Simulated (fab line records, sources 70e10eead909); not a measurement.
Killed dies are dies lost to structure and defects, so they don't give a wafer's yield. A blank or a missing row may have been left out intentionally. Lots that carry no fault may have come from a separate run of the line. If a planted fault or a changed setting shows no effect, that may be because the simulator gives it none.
Comparing a struck lot with a sound one :: flow nand-harc :: 14 steps out of a route of 1302
Sound: wafers L681.2, L681.5, L681.6. Struck: wafer L676.2 (left out: L676.1, a lot-mate that was not struck); the cause follows at the end.
Order at every step that has rows: each side's tool, ch and its chambers, its first start. Under that, the readings that differ: sound wafers :: struck wafers :: difference of the means :: sigmas: that difference in standard deviations of wafers without a fault.
alike: readings with means less than 2 such deviations apart, plus words and numbers identical on both sides. not compared: withheld readings, readings lacking a value on some wafer, bounds such as >300 that could conceal the same value, and numbers that have no deviation in the record and whose values overlap.
A row with sigmas, a row that says differs or no value, or rows on one side alone: a step with any of these is where the two part. Non-overlapping numbers with no deviation appear without sigmas and do not part them. A reading missing from all wafers of one side parts the sides only when that side holds two or more wafers.

NHARC_A_SLIT_ETCH_26: etches the open film in C4F8/O2/Ar, time 90 s, target depth 400 nm.
  sound on har-etch-01 ch 0,1, day 27 03:10; struck on har-etch-01 ch 0, day 24 14:42
  alike: drypump-motor-current-A, oes-air-line-au, showerhead-plenum-p-Torr, throttle-valve-pct
  not compared: rf-hours-counter-h
then, 1 step without rows for these wafers: NHARC_A_SLIT_STRIP_28 (strips in O2/COS).
NHARC_A_SLIT_ETCH_29: etches the open film in CF4/O2, target depth 100 nm, overetch 10 nm, time 55 s.
  sound on rie-diel-05 ch 0,1,3, day 27 04:02; struck on rie-diel-10 ch 1, day 24 15:35
  alike: bias-w, cf4-flow-sccm, drypump-motor-current-A, oes-product-au, rf-vpp-V, showerhead-plenum-p-Torr, throttle-valve-pct
  not compared: rf-hours-counter-h
NHARC_A_SLIT_STRIP_18: strips in O2.
  sound on rie-diel-05 ch 0,1,2; struck on rie-diel-10 ch 1
  alike: drypump-motor-current-A, oes-product-au, rf-vpp-V, showerhead-plenum-p-Torr, throttle-valve-pct
  not compared: rf-hours-counter-h
then, 2 steps without rows for these wafers: NHARC_A_SLIT_PRECLEAN_19 (cleans in SC1); NHARC_A_SLIT_SRD_20.
NHARC_A_SLIT_CD_MEAS_21:
  sound: cd-sem-02 at day 27 04:34; struck: cd-sem-03 at day 24 16:07
  alike: cd-nm
then, 3 steps without rows for these wafers: NHARC_A_SIN_REMOVE_WET_00 (chemistry H3PO4, time 15300 s); NHARC_A_SIN_REMOVE_PRECLEAN_01 (cleans in SC1); NHARC_A_SIN_REMOVE_SRD_02.
NHARC_A_SIN_REMOVE_INSPECT_04:
  sound: defect-inspect-01 at day 27 11:11; struck: defect-inspect-01 at day 24 22:43
  alike: raw-defect-count
NHARC_A_WL_FILL_ALD_00: deposits Al2O3, target thk 3 nm, pulse time 3 s, ald cycles 30.
  sound on ald-hk-03 ch 0,1,2, day 27 11:19; struck on ald-hk-04 ch 0, day 24 22:47
reading: ald-cycles
sound: 30 30 30
struck: 23
difference: -7
sigmas: 
  alike: heater-power-outer-w, heater-power-w, precursor-pulse-height-rel
NHARC_A_WL_FILL_RTA_01: time 5 s.
  sound on rtp-anneal-02 ch 0, day 27 11:32; struck on rtp-anneal-02 ch 0, day 24 23:04
  alike: lamp-power-pct, wafer_temp_C_max
-- break in the record here, with 4 days between the starts of the struck wafers on either side (left off in module A_WL_FILL, picked up again in module END, where the first step shown is number 1302 on the route) --
NHARC_END_SORT_01:
  sound on prober-01 ch 0, day 31 15:47; struck on prober-02 ch 0, day 29 02:11
  alike: killed-at-array, killed-at-other, killed-at-periphery, killed-dies, killed-open, killed-short

## WHERE THEY PART
Nowhere in this record.

WHY: the cause the simulator had injected
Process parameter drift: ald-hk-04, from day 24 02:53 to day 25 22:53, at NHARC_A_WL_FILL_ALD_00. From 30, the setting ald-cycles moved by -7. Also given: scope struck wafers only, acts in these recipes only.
